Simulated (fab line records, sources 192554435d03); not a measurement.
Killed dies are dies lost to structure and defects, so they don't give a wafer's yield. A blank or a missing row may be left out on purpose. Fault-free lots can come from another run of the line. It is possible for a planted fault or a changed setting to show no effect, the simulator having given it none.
Matching of chambers    flow n5 finfet    N5_BEOL_M3_ETCH_64 on rie diel-01 has 4 sister chambers
The step etches SOC in N2/H2, target depth 75 nm, overetch 15 nm, time 112.5 s. 8 wafers are shown with their chamber, then 8 later ones without.

## WAFERS, EACH WITH ITS CHAMBER
wafer   chamber  showerhead plenum p Torr (Torr)  throttle valve pct (%)
L075.5  1        2.71                             17.49
L079.4  1        2.70                             17.49
L079.6  2        2.64                             18.25
L083.1  2        2.64                             18.28
L088.2  3        2.61                             17.42
L088.3  0        2.61                             17.63
L088.5  0        2.61                             17.66
L092.1  3        2.60                             17.43

## WAFERS WHOSE CHAMBER IS MISSING
wafer   showerhead plenum p Torr (Torr)  throttle valve pct (%)
L092.4  2.61                             17.66
L092.6  2.69                             17.55
L095.1  2.61                             17.67
L095.3  2.60                             17.44
L095.4  2.63                             18.31
L097.1  2.60                             17.44
L097.4  2.60                             17.46
L097.5  2.60                             17.67

## WHICH CHAMBER EACH ONE RAN IN
wafer   from the rows above  in truth
L092.4  0                    0
L092.6  1                    1
L095.1  0                    0
L095.3  3                    3
L095.4  2                    2
L097.1  3                    3
L097.4  3                    3
L097.5  0                    0
8 of 8 placed correctly. Left unplaced by these rows: 0. Wrongly placed: 0.
How it was worked out, from the rows above alone: a wafer's distance from a chamber is the root of the sum, over the readings, of the square of ((its reading less the chamber's mean) divided by the reading's scatter). The wafer belongs to the nearest chamber; if the next one is less than 2 further off, it can't be placed. The mean given for a chamber averages the wafers shown for that chamber. The scatter: the root of (the sum of the squares of (reading less its chamber's mean) over the shown wafers, divided by (wafers less chambers)).
